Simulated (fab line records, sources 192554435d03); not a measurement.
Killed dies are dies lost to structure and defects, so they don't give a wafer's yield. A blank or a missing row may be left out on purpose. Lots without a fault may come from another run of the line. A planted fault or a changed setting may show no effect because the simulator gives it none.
Chamber matching | flow n5_finfet | N5_DUMMY_GATE_STRIP_48 on rie_diel-02: 4 sister chambers
The step strips in N2/H2, time 20 s. 14 wafers are shown with their chamber, then 7 later ones without.

WAFERS WITH THEIR CHAMBER
wafer  | chamber | showerhead_plenum_p_Torr (Torr) | oes_product_au (a.u.) | throttle_valve_pct (%)
L078.2 | 0       | 3.59                            | 0.92                  | 11.83
L078.3 | 3       | 3.40                            | 0.79                  | 12.06
L078.4 | 1       | 3.27                            | 0.80                  | 12.04
L082.1 | 2       | 3.25                            | 0.77                  | 12.11
L082.5 | 2       | 3.25                            | 0.78                  | 12.13
L082.6 | 3       | 3.39                            | 0.78                  | 12.05
L087.2 | 1       | 3.26                            | 0.79                  | 12.08
L087.4 | 3       | 3.39                            | 0.79                  | 12.10
L087.6 | 3       | 3.39                            | 0.79                  | 12.10
L088.1 | 0       | 3.58                            | 0.89                  | 11.87
L088.3 | 2       | 3.24                            | 0.76                  | 12.15
L088.5 | 2       | 3.24                            | 0.76                  | 12.15
L090.2 | 3       | 3.38                            | 0.78                  | 12.10
L090.3 | 1       | 3.25                            | 0.78                  | 12.09

SIGNATURES (means of the wafers above)
reading                  | chamber 0 | chamber 1 | chamber 2 | chamber 3 | scatter within a chamber
showerhead_plenum_p_Torr | 3.5850    | 3.2600    | 3.2450    | 3.3900    | 0.00742
oes_product_au           | 0.9050    | 0.7900    | 0.7675    | 0.7860    | 0.0102
throttle_valve_pct       | 11.8500   | 12.0700   | 12.1350   | 12.0820   | 0.024
Rule: a wafer's distance from a chamber is the root of the sum, over the readings, of the square of ((its reading less the chamber's mean) divided by the reading's scatter). The wafer belongs to the nearest chamber; if the next one is less than 2 further off, it can't be placed. The scatter: the root of (the sum of the squares of (reading less its chamber's mean) over the shown wafers, divided by (wafers less chambers)).

WAFERS WITHOUT THEIR CHAMBER
wafer  | showerhead_plenum_p_Torr (Torr) | oes_product_au (a.u.) | throttle_valve_pct (%)
L090.4 | 3.58                            | 0.89                  | 11.86
L091.2 | 3.58                            | 0.88                  | 11.86
L091.3 | 3.38                            | 0.78                  | 12.10
L091.5 | 3.25                            | 0.78                  | 12.09
L092.2 | 3.25                            | 0.78                  | 12.12
L092.4 | 3.38                            | 0.78                  | 12.11
L092.6 | 3.25                            | 0.78                  | 12.10

WHICH CHAMBER EACH WENT THROUGH
wafer  | from the rows above     | in truth
L090.4 | 0                       | 0
L091.2 | 0                       | 0
L091.3 | 3                       | 3
L091.5 | can't be placed: 1 or 2 | 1
L092.2 | can't be placed: 2 or 1 | 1
L092.4 | 3                       | 3
L092.6 | can't be placed: 2 or 1 | 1
Placed correctly: 4 of 7. Can't be placed from these rows: 3 (the true chamber is among the candidates in 3). Placed wrongly: 0.
